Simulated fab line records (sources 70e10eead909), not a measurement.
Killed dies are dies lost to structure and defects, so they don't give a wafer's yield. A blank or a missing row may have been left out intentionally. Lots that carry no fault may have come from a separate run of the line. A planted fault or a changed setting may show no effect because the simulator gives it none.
Matching of chambers :: flow nand-harc :: 4 sister chambers for NHARC_P_GATE_DESCUM_48 on rie-diel-11
The step chemistry O2, time 3 s. 4 wafers are shown with their chamber, then 8 later ones without.

== EACH WAFER AND ITS CHAMBER ==
wafer: L309.2
chamber: 0
showerhead-plenum-p-Torr (Torr): 2.03

wafer: L310.2
chamber: 2
showerhead-plenum-p-Torr (Torr): 1.86

wafer: L310.5
chamber: 3
showerhead-plenum-p-Torr (Torr): 2.00

wafer: L319.1
chamber: 1
showerhead-plenum-p-Torr (Torr): 1.88

== WAFERS WITHOUT THEIR CHAMBER ==
wafer: L319.3
showerhead-plenum-p-Torr (Torr): 1.86

wafer: L319.4
showerhead-plenum-p-Torr (Torr): 2.03

wafer: L320.2
showerhead-plenum-p-Torr (Torr): 1.88

wafer: L320.4
showerhead-plenum-p-Torr (Torr): 2.03

wafer: L320.5
showerhead-plenum-p-Torr (Torr): 1.86

wafer: L324.2
showerhead-plenum-p-Torr (Torr): 2.00

wafer: L324.3
showerhead-plenum-p-Torr (Torr): 2.02

wafer: L324.5
showerhead-plenum-p-Torr (Torr): 1.85

== THE CHAMBER EACH PASSED THROUGH ==
wafer: L319.3
from the rows above: 2
in truth: 2

wafer: L319.4
from the rows above: 0
in truth: 0

wafer: L320.2
from the rows above: 1
in truth: 1

wafer: L320.4
from the rows above: 0
in truth: 0

wafer: L320.5
from the rows above: 2
in truth: 2

wafer: L324.2
from the rows above: 3
in truth: 3

wafer: L324.3
from the rows above: 0
in truth: 0

wafer: L324.5
from the rows above: 2
in truth: 2
8 of 8 placed correctly. Left unplaced by these rows: 0. Placed wrongly: 0.
How it was worked out, from the rows above alone: a wafer's distance from a chamber is the root of the sum, over the readings, of the square of ((its reading less the chamber's mean) divided by the reading's scatter). If the next closest chamber is less than 2 further off than the closest, the wafer can't be placed; otherwise it belongs to the closest. Each chamber's mean is taken over the wafers shown for it. The scatter: root of mean squared gap, hidden wafer to nearest shown wafer, with one shown wafer a chamber.
